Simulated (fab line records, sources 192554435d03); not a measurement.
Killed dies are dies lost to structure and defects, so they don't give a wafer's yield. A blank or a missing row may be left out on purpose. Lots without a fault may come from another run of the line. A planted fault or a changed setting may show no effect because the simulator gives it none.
fab line records | flow n5_finfet
record lots=19 wafers=57 last_day=18
route steps=1938 shown BEOL_M7@1309 BEOL_M8@1368 BEOL_M9@1402 BEOL_M10@1488
lots that met no fault: from a run of the same line without faults
start_h: hours from the record's first day to the start of the lot's first wafer shown | wait_h: hours since the lot's step before | " the same as in the row above | L1.1+2: a row that stands for several wafers | - no value, or no start given | * or withheld: withheld | < > ~ a bound
route shown NAME@n: a module of which the file shows steps, and the number in the route of the first | usual: mean/standard deviation of fault-free wafers | same: alike in all rows | chamber/n: place in a boat | sites: the reading at each site | _std_site: their standard deviation | _edge_site: outer sites' mean less inner sites' | radius_mm: how far each site lies from the wafer's centre | mask NAME#n: copy n | behind: the tool/chamber that last shaped the wafer | hold: why the lot was held/for how many hours/how that ended | device: the transistor (n, p or np) that didn't switch | end of line: the same wafers' tests at the end of the route | a step without rows: its recipe alone | killed: dies lost to structure and defects at the first sort, not the wafer's yield | map: a wafer's dies, x killed, . not, _ none there
set.NAME: the setting as run; set.NAME@STEP: as run at that earlier step | model.NAME: the simulator's own value behind a step, which no gauge read
steps of the route over a sample of lots; a table a step, a row a wafer
services: from which hour (start_h, from the record's first day; less than 0 if before it) a tool's chamber was out of use, for how many hours, and why
## steps
# step N5_BEOL_M7_ETCH_41
# recipe chemistry=CH3F/O2 target=SiCN target_depth_a=319 taper_deg=2 time_s=57.8 ion_energy_ev=120 mask_material=TiN pressure_mtorr=30 source_w=395 bias_w=75 Ar_flow_sccm=150 CH3F_flow_sccm=30 O2_flow_sccm=20
# usual chamber_pressure_mTorr=29.999/0.03 drypump_motor_current_A=6.0/0.41 oes_product_au=0.79/0.097 rf_vpp_V=297.4/1.5 showerhead_plenum_p_Torr=1.99/0.059 throttle_valve_pct=16.27/0.2
# same time_s=57.8
# columns lot.wafer tool chamber start_h wait_h chamber_pressure_mTorr drypump_motor_current_A oes_product_au rf_hours_counter_h rf_vpp_V showerhead_plenum_p_Torr throttle_valve_pct
L074.3 rie_diel-03 1 - - 29.945 5.9 0.95 10 295.6 1.96 16.03
L074.4 " 2 " " 30.030 6.6 0.72 222 297.4 1.95 16.27
L074.6 " 0 " " 29.960 5.3 0.77 - 298.0 2.00 16.18
L075.1 rie_diel-03 3 - - 29.980 6.5 0.70 212 297.8 2.05 16.34
L075.2 " 1 " " 29.971 5.8 0.94 13 297.5 1.96 16.05
L075.4 " 2 " " 29.988 6.6 0.71 225 297.4 1.95 16.26
L077.2 rie_diel-03 2 - - 30.000 6.5 0.71 226 295.7 1.95 16.27
L077.5 " 1 " " 30.031 5.8 0.94 - 297.7 1.95 16.05
L077.6 " 0 " " 29.993 5.3 0.77 - 296.9 2.00 16.19
L076.2 rie_diel-02 3 - - 30.042 5.8 0.72 194 295.1 1.90 16.13
L076.3 " 1 " " 29.967 5.7 0.72 172 295.4 1.92 16.78
L076.4 " 2 " " 30.031 5.7 1.06 1 299.1 2.12 16.23
L081.2 rie_diel-03 0 - - 29.964 5.3 0.79 124 295.9 2.00 16.19
L081.3 " 1 " " 29.991 5.8 0.92 20 295.4 1.95 16.06
L081.5 " 0 " " 30.033 5.3 0.78 - 297.1 2.00 16.19
L079.3 rie_diel-02 0 - - 29.995 6.7 0.86 67 299.1 2.04 15.99
L079.4 " 3 " " 29.985 5.8 0.73 196 296.6 1.90 16.13
L079.6 " 1 " " 29.991 5.7 0.72 - 294.1 1.92 16.77
L080.1 rie_diel-03 1 - - 29.947 5.9 0.93 21 298.0 1.95 16.08
L080.3 " 2 " " 30.001 6.6 0.72 232 297.2 1.95 16.28
L080.4 " 0 " " 30.012 5.2 0.78 124 297.8 2.00 16.21
L082.3 rie_diel-03 1 - - 29.968 5.8 0.89 31 296.1 1.95 16.08
L082.4 " 2 " " 29.969 6.5 0.71 241 295.5 1.95 16.31
L082.6 " 3 " " 29.994 6.4 0.69 - 298.7 2.04 16.37
L078.1 rie_diel-01 2 - - 29.981 6.0 0.71 187 299.0 2.06 16.51
L078.4 " 1 " " 29.996 6.0 0.86 - 295.9 1.95 16.31
L078.5 " 0 " " 30.042 6.2 0.89 - 297.9 2.04 16.07
L083.4 rie_diel-03 1 - - 30.041 5.8 0.89 33 297.0 1.95 16.09
L083.5 " 1 " " 29.991 5.8 0.90 - 295.4 1.95 16.09
L083.6 " 2 " " 29.987 6.5 0.71 - 297.4 1.95 16.32
L085.1 rie_diel-02 0 - - 30.029 6.6 0.84 81 299.1 2.03 16.00
L085.2 " 3 " " 29.976 5.8 0.72 206 296.1 1.89 16.14
L085.6 " 0 " " 29.967 6.6 0.84 - 298.2 2.03 16.02
L086.2 rie_diel-01 3 - - 30.004 5.9 0.68 226 297.2 1.98 16.48
L086.5 " 2 " " 29.984 6.0 0.71 - 298.8 2.06 16.54
L086.6 " 3 " " 30.015 5.9 0.69 - 297.4 1.98 16.46
L087.2 rie_diel-01 0 - - 29.985 6.2 0.87 40 298.1 2.04 16.09
L087.3 " 2 " " 29.987 6.0 0.70 199 299.2 2.06 16.55
L087.6 " 2 " " 29.971 6.0 0.70 - 298.0 2.06 16.54
L090.1 rie_diel-03 1 - - 29.992 5.9 0.88 49 295.1 1.94 16.15
L090.3 " 3 " " 29.963 6.4 0.68 240 298.8 2.04 16.39
L090.5 " 3 " " 29.990 6.4 0.69 - 300.2 2.04 16.40
L092.1 rie_diel-01 3 - - 30.029 5.9 0.68 237 296.6 1.98 16.48
L092.3 " 0 " " 30.054 6.2 0.86 46 297.7 2.04 16.11
L092.4 " 1 " " 29.995 6.1 0.84 68 295.8 1.94 16.34
L095.1 rie_diel-03 0 - - 30.028 5.2 0.74 161 296.0 1.99 16.27
L095.2 " 1 " " 29.991 5.8 0.86 59 297.0 1.94 16.14
L095.4 " 3 " " 29.977 6.5 0.68 249 298.4 2.04 16.40
L094.2 rie_diel-02 0 - - 29.983 6.7 0.82 101 298.2 2.03 16.06
L094.3 " 2 " " 30.022 5.7 0.93 38 300.3 2.11 16.31
L094.5 " 0 " " 30.020 6.7 0.81 - 298.5 2.03 16.04
L097.2 rie_diel-03 0 - - 29.987 5.2 0.74 163 298.7 1.98 16.27
L097.4 " 1 " " 30.017 5.8 0.85 - 295.6 1.94 16.14
L097.5 " 2 " " 30.002 6.6 0.93 - 297.8 1.94 15.91
L096.4 rie_diel-02 3 - - 30.003 5.8 0.70 228 294.9 1.89 16.18
L096.5 " 0 " " 29.938 6.7 0.81 - 298.6 2.03 16.06
L096.6 " 3 " " 29.934 5.8 0.70 - 294.1 1.89 16.18
# step N5_BEOL_M8_DESCUM_33
# recipe chemistry=O2 time_s=7 source_power_w=50 bias_power_w=20 pressure_mtorr=20 rf_frequency_hz=2.712e+07 temp_c=40 resist=CAR-EUV o2_flow_sccm=225
# usual bias_power_w=20.00/0.056 chamber_pressure_mTorr=19.999/0.017 drypump_motor_current_A=5.7/0.41 oes_product_au=0.84/0.082 rf_vpp_V=243.6/1.1 showerhead_plenum_p_Torr=2.12/0.057 throttle_valve_pct=20.38/0.19
# same time_s=7
# columns lot.wafer tool chamber start_h wait_h bias_power_w chamber_pressure_mTorr drypump_motor_current_A oes_product_au rf_hours_counter_h rf_vpp_V showerhead_plenum_p_Torr throttle_valve_pct
L074.3 rie_diel-06 3 197.13 0.0 19.87 19.990 5.7 0.88 28 243.3 2.12 20.02
L074.4 " 1 " " 20.00 20.022 6.5 0.98 8 244.6 2.14 20.03
L074.6 " 2 " " 19.99 20.007 6.4 0.91 - 244.9 2.16 20.34
L075.1 rie_diel-04 2 214.12 0.0 20.00 20.014 5.8 0.81 120 245.1 2.20 20.57
L075.2 " 3 " " 20.01 19.994 5.4 0.71 243 244.1 2.06 20.67
L075.4 " 0 " " 19.94 20.004 5.3 0.96 1 245.1 2.16 20.37
L077.2 rie_diel-04 2 216.63 0.0 19.98 19.990 5.8 0.81 120 244.6 2.20 20.57
L077.5 " 3 " " 20.02 20.019 5.3 0.72 - 242.9 2.06 20.68
L077.6 " 0 " " 20.06 19.997 5.4 0.96 - 245.1 2.16 20.37
L076.2 rie_diel-06 0 232.06 0.0 19.98 19.996 5.3 0.67 228 241.7 1.98 20.51
L076.3 " 3 " " 19.93 19.998 5.7 0.87 40 242.5 2.11 20.03
L076.4 " 1 " " 20.06 19.984 6.5 0.93 19 243.4 2.14 20.03
L081.2 rie_diel-04 2 235.89 0.0 19.92 19.962 5.9 0.79 127 244.5 2.20 20.57
L081.3 " 0 " " 20.02 20.005 5.3 0.92 9 243.9 2.15 20.38
L081.5 " 2 " " 19.86 20.017 5.9 0.80 - 245.9 2.20 20.57
L079.3 rie_diel-04 0 237.71 0.0 19.93 20.018 5.3 0.91 10 244.7 2.15 20.37
L079.4 " 0 " " 20.04 19.981 5.4 0.90 - 242.5 2.15 20.39
L079.6 " 2 " " 19.97 19.975 5.9 0.81 - 244.2 2.20 20.57
L080.1 rie_diel-06 2 238.11 0.1 20.04 19.969 6.4 0.87 35 244.4 2.15 20.38
L080.3 " 0 " " 19.97 19.997 5.3 0.67 230 241.7 1.98 20.51
L080.4 " 1 " " 19.99 19.988 6.5 0.92 22 244.1 2.14 20.04
L082.3 rie_diel-04 2 267.13 0.0 20.01 20.019 5.8 0.79 142 243.2 2.20 20.61
L082.4 " 1 " " 19.98 20.006 5.4 0.97 - 242.7 2.15 20.25
L082.6 " 2 " " 20.03 19.987 5.8 0.79 - 244.3 2.20 20.61
L078.1 rie_diel-05 2 271.32 0.0 20.02 19.999 5.7 0.74 156 245.7 2.18 20.46
L078.4 " 0 " " 20.01 20.002 5.4 0.85 - 243.6 2.05 20.47
L078.5 " 2 " " 20.01 20.013 5.7 0.74 - 245.5 2.18 20.47
L083.4 rie_diel-06 1 274.07 0.4 20.04 20.010 6.5 0.90 32 243.3 2.13 20.05
L083.5 " 3 " " 19.95 19.978 5.7 0.85 - 243.6 2.11 20.06
L083.6 " 2 " " 19.98 19.993 6.4 0.87 - 242.2 2.15 20.37
L085.1 rie_diel-06 3 289.27 0.4 19.96 20.024 5.7 0.83 59 243.7 2.11 20.06
L085.2 " 0 " " 20.05 20.025 5.3 0.65 246 243.4 1.97 20.52
L085.6 " 1 " " 20.00 20.000 6.5 0.88 - 241.7 2.13 20.07
L086.2 rie_diel-04 1 293.91 0.0 19.93 20.016 5.4 0.94 17 242.2 2.14 20.26
L086.5 " 1 " " 19.94 20.018 5.4 0.94 - 244.3 2.14 20.26
L086.6 " 2 " " 19.99 19.985 5.8 0.78 - 244.1 2.19 20.61
L087.2 rie_diel-05 2 309.21 0.2 20.03 20.012 5.7 0.73 174 243.9 2.17 20.49
L087.3 " 1 " " 20.04 20.004 6.1 0.83 83 244.6 2.13 20.24
L087.6 " 0 " " 20.06 19.984 5.4 0.83 - 243.5 2.04 20.49
L090.1 rie_diel-06 1 320.45 0.0 20.04 20.015 6.5 0.88 47 244.4 2.13 20.09
L090.3 " 0 " " 19.97 19.986 5.3 1.01 1 245.3 2.24 20.23
L090.5 " 2 " " 20.02 20.017 6.4 0.85 - 244.1 2.14 20.40
L092.1 rie_diel-04 2 343.44 0.7 20.07 19.995 5.8 0.75 171 245.1 2.19 20.66
L092.3 " 3 " " 19.96 20.005 5.3 0.91 25 242.8 2.05 20.44
L092.4 " 1 " " 19.99 20.022 5.4 0.90 - 242.9 2.14 20.29
L095.1 rie_diel-05 1 346.15 0.1 20.13 19.993 6.1 0.81 98 244.9 2.12 20.27
L095.2 " 3 " " 19.92 20.007 6.2 0.97 12 242.2 2.04 20.11
L095.4 " 0 " " 19.94 20.015 5.4 0.81 75 242.7 2.04 20.51
L094.2 rie_diel-04 1 349.27 0.0 20.17 20.033 5.4 0.90 38 244.5 2.13 20.30
L094.3 " 2 " " 20.03 20.007 5.8 0.75 174 243.0 2.18 20.66
L094.5 " 0 " " 20.07 19.994 5.3 0.84 - 243.1 2.14 20.44
L097.2 rie_diel-06 0 352.69 0.0 19.98 20.011 5.3 0.97 11 244.8 2.23 20.23
L097.4 " 1 " " 20.07 19.999 6.5 0.87 58 243.2 2.12 20.09
L097.5 " 1 " " 20.01 19.986 6.5 0.85 - 243.3 2.12 20.10
L096.4 rie_diel-04 0 358.50 0.0 20.01 19.988 5.3 0.83 52 244.8 2.14 20.45
L096.5 " 1 " " 19.95 20.013 5.4 0.90 - 243.0 2.13 20.30
L096.6 " 0 " " 20.02 19.990 5.3 0.83 - 242.8 2.14 20.45
# step N5_BEOL_M8_STRIP_80
# recipe chemistry=N2/H2 time_s=10 power_w=450 temp_c=40 pressure_mtorr=20 rf_frequency_hz=6e+07 bias_power_w=7 n2_flow_sccm=200 h2_flow_sccm=200
# usual bias_power_w=7.002/0.022 chamber_pressure_mTorr=20.000/0.017 drypump_motor_current_A=5.7/0.41 oes_product_au=0.84/0.082 rf_vpp_V=59.3/0.91 showerhead_plenum_p_Torr=2.57/0.067 throttle_valve_pct=23.5/0.32
# same time_s=10
# columns lot.wafer tool chamber start_h wait_h bias_power_w chamber_pressure_mTorr drypump_motor_current_A oes_product_au rf_hours_counter_h rf_vpp_V showerhead_plenum_p_Torr throttle_valve_pct
L074.3 rie_diel-06 3 - - 7.023 20.004 5.7 0.88 28 60.3 2.60 23.3
L074.4 " 1 " " 7.002 19.966 6.5 0.97 8 60.3 2.58 23.1
L074.6 " 2 " " 7.020 19.999 6.4 0.91 - 59.8 2.58 23.2
L075.1 rie_diel-04 2 - - 6.987 19.991 5.8 0.81 120 59.8 2.65 23.4
L075.2 " 3 " " 7.004 20.027 5.4 0.71 243 58.2 2.49 23.6
L075.4 " 0 " " 7.009 19.988 5.3 0.95 1 59.8 2.59 23.3
L077.2 rie_diel-04 2 - - 7.006 20.014 5.8 0.81 120 61.5 2.65 23.4
L077.5 " 3 " " 6.978 19.991 5.3 0.72 - 58.9 2.49 23.6
L077.6 " 0 " " 6.997 20.013 5.4 0.96 - 59.4 2.58 23.3
L076.2 rie_diel-06 0 - - 6.985 20.000 5.4 0.67 228 59.3 2.39 23.5
L076.3 " 3 " " 7.015 19.969 5.7 0.88 40 60.5 2.59 23.3
L076.4 " 1 " " 7.041 19.999 6.5 0.93 20 59.7 2.58 23.1
L081.2 rie_diel-04 2 - - 6.978 20.023 5.8 0.80 127 60.3 2.64 23.4
L081.3 " 0 " " 6.976 19.998 5.3 0.92 9 60.4 2.58 23.3
L081.5 " 2 " " 7.000 20.020 5.8 0.80 - 60.9 2.64 23.4
L079.3 rie_diel-04 0 - - 7.021 19.973 5.3 0.92 10 60.1 2.58 23.3
L079.4 " 0 " " 6.998 20.004 5.3 0.91 - 59.0 2.58 23.3
L079.6 " 2 " " 6.995 20.014 5.8 0.80 - 57.4 2.64 23.4
L080.1 rie_diel-06 2 - - 7.010 19.984 6.4 0.88 35 59.5 2.57 23.2
L080.3 " 0 " " 7.027 19.973 5.4 0.67 231 59.9 2.39 23.5
L080.4 " 1 " " 7.020 19.980 6.5 0.93 22 58.7 2.58 23.1
L082.3 rie_diel-04 2 - - 7.025 20.016 5.9 0.79 142 59.2 2.64 23.4
L082.4 " 1 " " 7.001 19.981 5.4 0.97 - 58.8 2.62 24.0
L082.6 " 2 " " 6.966 20.010 5.9 0.79 - 58.4 2.64 23.4
L078.1 rie_diel-05 2 - - 6.995 19.999 5.7 0.74 156 59.5 2.66 24.0
L078.4 " 0 " " 6.997 20.033 5.4 0.85 - 60.7 2.50 24.0
L078.5 " 2 " " 6.990 20.015 5.7 0.73 - 58.9 2.66 24.0
L083.4 rie_diel-06 1 - - 6.976 19.976 6.5 0.89 32 58.9 2.57 23.1
L083.5 " 3 " " 7.009 20.000 5.7 0.86 - 58.8 2.59 23.4
L083.6 " 2 " " 7.026 20.029 6.4 0.87 - 59.5 2.57 23.2
L085.1 rie_diel-06 3 - - 7.003 19.988 5.7 0.85 59 59.3 2.58 23.4
L085.2 " 0 " " 6.989 19.982 5.3 0.67 246 59.1 2.38 23.5
L085.6 " 1 " " 7.003 19.979 6.5 0.90 - 60.1 2.57 23.1
L086.2 rie_diel-04 1 - - 6.981 20.016 5.4 0.94 18 59.5 2.61 24.0
L086.5 " 1 " " 6.977 20.014 5.4 0.94 - 60.3 2.61 24.0
L086.6 " 2 " " 7.002 20.002 5.8 0.78 - 60.6 2.63 23.4
L087.2 rie_diel-05 2 - - 7.047 19.988 5.7 0.73 174 58.6 2.66 24.0
L087.3 " 1 " " 6.982 20.006 6.1 0.83 84 59.5 2.57 23.3
L087.6 " 0 " " 6.969 19.999 5.4 0.83 - 58.7 2.49 24.0
L090.1 rie_diel-06 1 - - 7.025 19.970 6.5 0.88 47 58.2 2.57 23.1
L090.3 " 0 " " 6.967 20.020 5.3 1.00 1 60.5 2.69 23.3
L090.5 " 2 " " 6.994 20.006 6.4 0.84 - 58.8 2.56 23.2
L092.1 rie_diel-04 2 - - 6.979 20.025 5.9 0.76 171 59.3 2.63 23.5
L092.3 " 3 " " 6.984 19.994 5.3 0.90 25 57.0 2.47 23.5
L092.4 " 1 " " 7.026 19.993 5.4 0.91 - 60.0 2.61 24.1
L095.1 rie_diel-05 1 - - 7.020 19.961 6.1 0.81 98 57.7 2.56 23.4
L095.2 " 3 " " 7.033 20.013 6.1 0.98 12 57.6 2.50 23.8
L095.4 " 0 " " 7.028 20.007 5.3 0.81 75 60.0 2.49 24.0
L094.2 rie_diel-04 1 - - 6.982 20.012 5.4 0.90 38 58.8 2.60 24.1
L094.3 " 2 " " 7.029 20.009 5.9 0.76 174 58.4 2.62 23.4
L094.5 " 0 " " 6.991 20.000 5.3 0.84 - 58.9 2.57 23.4
L097.2 rie_diel-06 0 - - 7.012 20.012 5.4 0.96 11 58.4 2.69 23.3
L097.4 " 1 " " 7.020 19.999 6.5 0.86 58 58.2 2.56 23.1
L097.5 " 1 " " 6.996 19.989 6.5 0.87 - 59.5 2.56 23.1
L096.4 rie_diel-04 0 - - 7.011 20.014 5.3 0.83 52 58.6 2.56 23.4
L096.5 " 1 " " 7.040 19.995 5.4 0.89 - 60.3 2.60 24.1
L096.6 " 0 " " 7.051 19.952 5.3 0.84 - 58.7 2.56 23.3
# step N5_BEOL_M9_CURE_71
# recipe temp_c=385 time_s=240 ambient=He/Ar material=SiCOH_lowk
# usual lamp_power_pct=52.32/0.054 wafer_temp_C_max=386.8/0.73
# same time_s=240
# columns lot.wafer tool chamber start_h wait_h lamp_power_pct wafer_temp_C_max
L074.3 uv_cure-02 0 200.69 0.2 52.39 386.3
L074.4 " 0 " " 52.36 387.2
L074.6 " 0 " " 52.40 386.5
L075.1 uv_cure-01 0 217.93 0.1 52.32 386.1
L075.2 " 0 " " 52.31 386.0
L075.4 " 0 " " 52.38 386.1
L077.2 uv_cure-02 2 220.46 0.2 52.32 387.5
L077.5 " 2 " " 52.36 386.8
L077.6 " 2 " " 52.27 388.0
L076.2 uv_cure-03 0 236.97 0.1 52.27 386.7
L076.3 " 0 " " 52.32 386.8
L076.4 " 0 " " 52.28 386.1
L081.2 uv_cure-02 0 239.83 0.1 52.33 388.2
L081.3 " 0 " " 52.27 387.2
L081.5 " 0 " " 52.25 386.3
L079.3 uv_cure-03 2 245.33 0.2 52.33 387.8
L079.4 " 2 " " 52.33 387.5
L079.6 " 2 " " 52.27 388.0
L080.1 uv_cure-01 2 246.21 0.0 52.32 386.2
L080.3 " 2 " " 52.33 386.6
L080.4 " 2 " " 52.37 386.2
L082.3 uv_cure-02 1 270.74 0.2 52.42 386.3
L082.4 " 1 " " 52.23 385.9
L082.6 " 1 " " 52.35 386.2
L078.1 uv_cure-03 2 275.13 0.0 52.20 387.6
L078.4 " 2 " " 52.38 387.4
L078.5 " 2 " " 52.41 387.8
L083.4 uv_cure-03 2 277.57 0.3 52.23 387.8
L083.5 " 2 " " 52.37 387.4
L083.6 " 2 " " 52.34 388.2
L085.1 uv_cure-03 2 295.73 0.3 52.39 387.8
L085.2 " 2 " " 52.25 387.9
L085.6 " 2 " " 52.31 387.2
L086.2 uv_cure-03 2 297.91 0.9 52.28 388.5
L086.5 " 2 " " 52.35 387.0
L086.6 " 2 " " 52.27 388.0
L087.2 uv_cure-01 2 314.04 0.2 52.36 386.4
L087.3 " 2 " " 52.36 386.4
L087.6 " 2 " " 52.24 386.2
L090.1 uv_cure-01 0 325.21 0.0 52.35 386.1
L090.3 " 0 " " 52.44 385.9
L090.5 " 0 " " 52.38 385.8
L092.1 uv_cure-01 1 347.89 0.0 52.36 386.6
L092.3 " 1 " " 52.32 387.8
L092.4 " 1 " " 52.28 386.9
L095.1 uv_cure-01 0 351.03 0.0 52.31 385.9
L095.2 " 0 " " 52.29 385.7
L095.4 " 0 " " 52.33 385.9
L094.2 uv_cure-03 2 352.51 0.1 52.21 386.6
L094.3 " 2 " " 52.20 387.2
L094.5 " 2 " " 52.37 386.4
L097.2 uv_cure-01 0 356.34 0.2 52.28 386.7
L097.4 " 0 " " 52.35 385.8
L097.5 " 0 " " 52.25 386.1
L096.4 uv_cure-01 1 362.46 0.3 52.33 387.4
L096.5 " 1 " " 52.26 387.1
L096.6 " 1 " " 52.33 386.4
# step N5_BEOL_M9_SURFACE_TREAT_79
# recipe gas=Ar time_s=* ion_energy_ev=* ion_current_ma_cm2=0.5 pressure_mtorr=* ar_flow_sccm=30
# usual pressure_mtorr=* throttle_valve_pct=*
# same time_s=*
# columns lot.wafer tool chamber start_h wait_h pressure_mtorr throttle_valve_pct
L074.3 pvd_sputter-03 - 215.40 0.2 * *
L074.4 " - " " * *
L074.6 " - " " * *
L075.1 pvd_sputter-01 - 224.91 0.2 * *
L075.2 " - " " * *
L075.4 " - " " * *
L077.2 pvd_sputter-03 - 232.96 0.2 * *
L077.5 " - " " * *
L077.6 " - " " * *
L076.2 pvd_sputter-02 - 249.62 0.2 * *
L076.3 " - " " * *
L076.4 " - " " * *
L079.3 pvd_sputter-03 - 251.12 0.2 * *
L079.4 " - " " * *
L079.6 " - " " * *
L081.2 pvd_sputter-01 - 251.37 0.2 * *
L081.3 " - " " * *
L081.5 " - " " * *
L080.1 pvd_sputter-02 - 252.96 1.4 * *
L080.3 " - " " * *
L080.4 " - " " * *
L082.3 pvd_sputter-02 - 275.30 0.2 * *
L082.4 " - " " * *
L082.6 " - " " * *
L078.1 pvd_sputter-01 - 279.30 0.2 * *
L078.4 " - " " * *
L078.5 " - " " * *
L083.4 pvd_sputter-02 - 283.74 0.1 * *
L083.5 " - " " * *
L083.6 " - " " * *
L085.1 pvd_sputter-01 - 302.24 0.2 * *
L085.2 " - " " * *
L085.6 " - " " * *
L086.2 pvd_sputter-02 - 303.43 0.4 * *
L086.5 " - " " * *
L086.6 " - " " * *
L087.2 pvd_sputter-03 - 321.77 0.2 * *
L087.3 " - " " * *
L087.6 " - " " * *
L090.1 pvd_sputter-02 - 332.58 0.2 * *
L090.3 " - " " * *
L090.5 " - " " * *
L092.1 pvd_sputter-01 - 355.02 0.2 * *
L092.3 " - " " * *
L092.4 " - " " * *
L095.1 pvd_sputter-01 - 357.50 0.6 * *
L095.2 " - " " * *
L095.4 " - " " * *
L094.2 pvd_sputter-02 - 359.42 0.2 * *
L094.3 " - " " * *
L094.5 " - " " * *
L097.2 pvd_sputter-01 - 364.29 1.5 * *
L097.4 " - " " * *
L097.5 " - " " * *
L096.4 pvd_sputter-02 - 366.07 0.0 * *
L096.5 " - " " * *
L096.6 " - " " * *
# step N5_BEOL_M10_ETCH_62
# recipe chemistry=N2/H2 target=SOC target_depth_a=1100 overetch_a=220 mask_material=SiARC temp_c=40 time_s=165 ion_energy_ev=200 pressure_mtorr=30 source_w=840 bias_w=150 n2_flow_sccm=200 h2_flow_sccm=200
# usual chamber_pressure_mTorr=30.002/0.026 drypump_motor_current_A=5.7/0.4 oes_product_au=0.71/0.063 rf_vpp_V=524.7/2 showerhead_plenum_p_Torr=2.57/0.067 throttle_valve_pct=17.71/0.22
# same time_s=165
# columns lot.wafer tool chamber start_h wait_h chamber_pressure_mTorr drypump_motor_current_A oes_product_au rf_hours_counter_h rf_vpp_V showerhead_plenum_p_Torr throttle_valve_pct
L074.3 rie_diel-06 3 220.18 0.0 29.992 5.7 0.74 36 525.2 2.60 17.52
L074.4 " 1 " " 29.988 6.5 0.80 15 526.8 2.58 17.32
L074.6 " 3 " " 30.073 5.7 0.73 - 524.3 2.60 17.50
L075.1 rie_diel-06 2 229.00 0.0 30.019 6.4 0.77 33 524.0 2.58 17.44
L075.2 " 0 " " 30.017 5.4 0.58 228 519.6 2.39 17.81
L075.4 " 1 " " 29.994 6.5 0.79 19 526.1 2.58 17.34
L077.2 rie_diel-05 3 237.28 0.0 30.010 6.1 0.58 252 521.8 2.51 18.24
L077.5 " 3 " " 30.002 6.1 0.58 - 521.9 2.51 18.23
L077.6 " 2 " " 29.991 5.7 0.64 - 526.4 2.67 18.01
L076.2 rie_diel-04 1 256.21 0.0 30.006 5.4 0.83 1 524.8 2.63 17.86
L076.3 " 0 " " 29.993 5.4 0.77 19 526.9 2.58 17.62
L076.4 " 0 " " 29.974 5.3 0.77 - 524.7 2.58 17.60
L079.3 rie_diel-05 1 256.34 0.0 29.964 6.1 0.71 59 526.2 2.58 17.45
L079.4 " 2 " " 29.969 5.7 0.63 - 527.9 2.67 18.03
L079.6 " 0 " " 29.984 5.4 0.73 - 523.5 2.51 17.90
L081.2 rie_diel-04 2 256.46 0.0 29.952 5.8 0.66 137 525.8 2.64 17.79
L081.3 " 1 " " 30.020 5.4 0.83 1 524.1 2.63 17.86
L081.5 " 0 " " 30.017 5.3 0.77 - 524.3 2.58 17.62
L080.1 rie_diel-05 2 259.93 0.0 30.005 5.6 0.63 151 525.8 2.67 18.04
L080.3 " 1 " " 30.011 6.2 0.71 61 525.8 2.58 17.45
L080.4 " 1 " " 30.003 6.1 0.70 - 524.3 2.58 17.47
L082.3 rie_diel-04 2 279.05 0.0 30.027 5.9 0.66 147 524.8 2.64 17.78
L082.4 " 1 " " 30.032 5.4 0.79 11 524.9 2.62 17.88
L082.6 " 2 " " 30.019 5.9 0.66 - 526.2 2.64 17.81
L078.1 rie_diel-05 0 282.62 0.0 30.014 5.3 0.72 49 521.7 2.50 17.91
L078.4 " 0 " " 30.038 5.3 0.73 - 523.1 2.50 17.93
L078.5 " 1 " " 29.989 6.1 0.70 - 524.7 2.57 17.48
L083.4 rie_diel-06 1 287.46 0.0 29.992 6.5 0.75 36 526.1 2.58 17.35
L083.5 " 0 " " 29.998 5.4 0.57 - 518.6 2.38 17.86
L083.6 " 3 " " 30.006 5.7 0.70 - 525.2 2.59 17.56
L085.1 rie_diel-06 2 305.98 0.0 29.974 6.4 0.75 56 524.4 2.56 17.47
L085.2 " 3 " " 30.023 5.7 0.69 66 524.6 2.59 17.58
L085.6 " 2 " " 29.976 6.4 0.74 - 524.4 2.56 17.50
L086.2 rie_diel-05 2 308.44 0.0 29.967 5.7 0.62 173 524.7 2.66 18.09
L086.5 " 0 " " 30.002 5.4 0.71 - 521.0 2.50 17.94
L086.6 " 2 " " 30.040 5.7 0.62 - 526.8 2.66 18.08
L087.2 rie_diel-06 1 326.55 0.0 29.951 6.4 0.74 49 524.7 2.57 17.38
L087.3 " 3 " " 29.970 5.7 0.69 71 524.9 2.58 17.59
L087.6 " 2 " " 29.955 6.4 0.74 - 526.0 2.56 17.48
L090.1 rie_diel-04 2 337.47 0.0 30.031 5.9 0.65 167 526.6 2.63 17.83
L090.3 " 1 " " 30.008 5.4 0.76 31 525.9 2.61 17.88
L090.5 " 3 " " 29.971 5.4 0.75 - 523.3 2.48 17.68
L092.1 rie_diel-04 1 360.13 0.0 30.013 5.4 0.74 43 524.8 2.61 17.92
L092.3 " 3 " " 30.034 5.4 0.74 31 521.5 2.48 17.70
L092.4 " 0 " " 30.055 5.3 0.72 53 525.6 2.57 17.67
L095.1 rie_diel-06 2 362.65 0.0 29.987 6.4 0.72 73 525.0 2.56 17.50
L095.2 " 0 " " 30.020 5.4 0.81 13 529.3 2.69 17.47
L095.4 " 3 " " 29.990 5.7 0.68 82 525.9 2.58 17.60
L094.2 rie_diel-04 0 363.40 0.0 29.979 5.3 0.71 54 524.6 2.57 17.67
L094.3 " 3 " " 29.991 5.4 0.73 32 523.2 2.48 17.70
L094.5 " 0 " " 29.978 5.3 0.71 - 526.1 2.57 17.65
L097.2 rie_diel-06 2 370.77 0.0 29.997 6.4 0.71 76 524.7 2.56 17.52
L097.4 " 0 " " 30.015 5.3 0.80 16 528.9 2.69 17.49
L097.5 " 2 " " 29.992 6.4 0.72 - 526.1 2.56 17.52
L096.4 rie_diel-04 2 371.18 0.0 29.981 5.9 0.64 182 526.8 2.62 17.86
L096.5 " 1 " " 29.997 5.4 0.73 - 523.5 2.61 17.94
L096.6 " 2 " " 30.055 5.9 0.63 - 526.2 2.62 17.85
## services
# columns tool chamber start_h hours kind
rie_diel-05 0 167.07 5.0 repair
uv_cure-01 - 174.64 0.7 repair
rie_diel-04 2 175.54 3.6 repair
uv_cure-02 - 176.10 7.5 pm
rie_diel-05 1 183.42 12.0 repair
rie_diel-01 - 185.38 2.8 pm
uv_cure-01 - 200.26 0.2 repair
rie_diel-01 1 203.57 9.8 repair
rie_diel-05 - 205.16 0.7 repair
uv_cure-01 - 211.02 1.0 pm
rie_diel-05 - 218.37 0.1 repair
rie_diel-05 3 242.46 40.9 repair
uv_cure-01 - 248.69 7.5 pm
rie_diel-04 1 252.29 3.0 repair
rie_diel-01 3 254.41 9.7 repair
rie_diel-02 3 255.88 9.2 repair
rie_diel-03 3 274.13 5.8 repair
rie_diel-06 2 275.94 2.5 repair
rie_diel-03 0 311.45 3.0 repair
uv_cure-01 - 328.81 2.1 pm
uv_cure-03 - 337.31 2.8 pm
rie_diel-02 1 338.28 8.1 repair
uv_cure-03 - 352.91 14.6 pm
rie_diel-02 - 367.53 0.8 repair
## key
fault none
